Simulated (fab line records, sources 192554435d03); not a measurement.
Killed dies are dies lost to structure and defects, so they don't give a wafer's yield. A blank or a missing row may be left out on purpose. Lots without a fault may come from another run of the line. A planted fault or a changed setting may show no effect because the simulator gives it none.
A struck lot beside a sound one | flow n5_finfet | 36 steps out of a route of 1938
Sound: wafers L542.4, L542.5, L542.6. Struck: wafer L544.1. (L544.5 of the same lot was not struck and is left out.) The cause comes at the end.
At each step with rows: each side's tool, then ch and its chambers, then its first start. Under that, the readings that differ: sound wafers | struck wafers | difference of the means | sigmas: that difference in standard deviations of wafers without a fault.
alike: readings whose means differ by less than 2 such deviations, and words and numbers that are the same on both sides. not compared: withheld readings, readings that some wafer has no value for, bounds like >300 that may hide the same value, and numbers for which the record gives no deviation and whose values overlap.
The two part at a step that has a row with sigmas, a row that says differs or no value, or rows on one side only. Numbers that don't overlap but have no deviation are shown without sigmas and don't part them. A reading that every wafer of one side lacks parts them only if that side has two wafers or more.

first, 9 steps without rows for these wafers: N5_BEOL_M6_ALD_77 (deposits TaN, target thk 2 nm, pulse time 2 s, purge time 3 s); N5_BEOL_M6_SURFACE_TREAT_79; N5_BEOL_M6_CVD_78 (deposits Co from CCTBA/H2, target thk 2 nm, time 142.3 s); N5_BEOL_M6_SPUTTER_48 (material Cu, target thk 10 nm, time 1.667 s); N5_BEOL_M6_ECD_50 (material Cu, target thk 300 nm); N5_BEOL_M6_ANNEAL_51 (time 90 s); N5_BEOL_M6_CMP_52 (polishes, stops on SiCOH lowk, t overpolish 6.9 s, target thk 80 nm); N5_BEOL_M6_PRE_CLEAN_55 (time 15 s); N5_BEOL_M6_DEP_56 (deposits SiCN from 3MS/NH3, target thk 10 nm, time 17.5 s).
N5_BEOL_M7_ILD_DEP_00: deposits SiCOH lowk from DEMS/porogen, target thk 179.75 nm, time 33.4 s.
  sound on pecvd-02 ch 0,1,2, day 8 21:56; struck on pecvd-02 ch 0, day 9 00:51
  reading                                            | sound           | struck | difference | sigmas
  model.SiCOH_lowk_of_BEOL_M7_ILD_DEP_00.thk_nm (nm) | 181.2 183 181.2 | 194.2  | +12.4      |
  alike: chamber_pressure_Torr, heater_power_w, rf_fwd_power_W, showerhead_plenum_p_Torr, throttle_valve_pct
then, 1 step without rows for these wafers: N5_BEOL_M7_CURE_74 (cures SiCOH lowk, time 240 s).
N5_BEOL_M7_THK_MEAS_01:
  sound on film_metro-01, day 8 22:30; struck on film_metro-02, day 9 01:25
  reading         | sound             | struck | difference | sigmas
  M7_ILD_THK (nm) | 156.1 157.7 156.2 | 167.6  | +10.9      | +6
then, 23 steps without rows for these wafers: N5_BEOL_M7_PECVD_70 (deposits SiO2 from TEOS/O2, target thk 20 nm, time 22.7 s); N5_BEOL_M7_HM_DEP_02 (deposits TiN, target thk 20 nm); N5_BEOL_M7_COAT_59 (time 60 s, resist thk 100 nm); N5_BEOL_M7_COAT_60 (time 60 s, resist thk 35 nm); N5_BEOL_M7_COAT_05 (resist thk 90 nm); N5_BEOL_M7_EBR_07; N5_BEOL_M7_SOFTBAKE_06 (time 60 s); N5_BEOL_M7_EXPOSE_08 (exposes mask M7); N5_BEOL_M7_PEB_09 (peb time 60 s); N5_BEOL_M7_DEVELOP_10 (develop time 30 s); N5_BEOL_M7_DESCUM_16 (chemistry O2, time 7.9 s); N5_BEOL_M7_ETCH_61 (etches SiARC in CF4, target depth 45.5 nm, time 75.8 s); N5_BEOL_M7_ETCH_62 (etches SOC in N2/H2, target depth 110 nm, overetch 22 nm, time 165 s); N5_BEOL_M7_STRIP_68 (strips in N2/H2); N5_BEOL_M7_STRIP_67 (strips in CF4); N5_BEOL_M7_HM_OPEN_17 (chemistry Cl2/BCl3, target TiN, target depth 20 nm, overetch 6 nm); N5_BEOL_M7_STRIP_19 (strips in O2); N5_BEOL_M7_COAT_63 (time 60 s, resist thk 60 nm); N5_BEOL_M7_COAT_64 (time 60 s, resist thk 12 nm); N5_BEOL_M7_COAT_71 (time 60 s, resist thk 5 nm); N5_BEOL_M7_COAT_22 (resist thk 30 nm); N5_BEOL_M7_EBR_24; N5_BEOL_M7_SOFTBAKE_23 (time 60 s).
N5_BEOL_M7_CMP_52: polishes, stops on SiCOH lowk, t overpolish 6.9 s, target thk 80 nm.
  sound on cmp-02 ch 0,3, day 9 02:57; struck on cmp-02 ch 2, day 9 07:50
  reading                                            | sound             | struck | difference | sigmas
  model.SiCOH_lowk_of_BEOL_M7_ILD_DEP_00.thk_nm (nm) | 153.2 154.8 153.2 | 164.6  | +10.9      |
  alike: motor_current_A, platen_rpm

WHERE THEY PART
Only at N5_BEOL_M7_THK_MEAS_01, within this record. Later steps at which nothing parts them and some readings are alike: N5_BEOL_M7_CMP_52.

WHY: what the simulator had put in
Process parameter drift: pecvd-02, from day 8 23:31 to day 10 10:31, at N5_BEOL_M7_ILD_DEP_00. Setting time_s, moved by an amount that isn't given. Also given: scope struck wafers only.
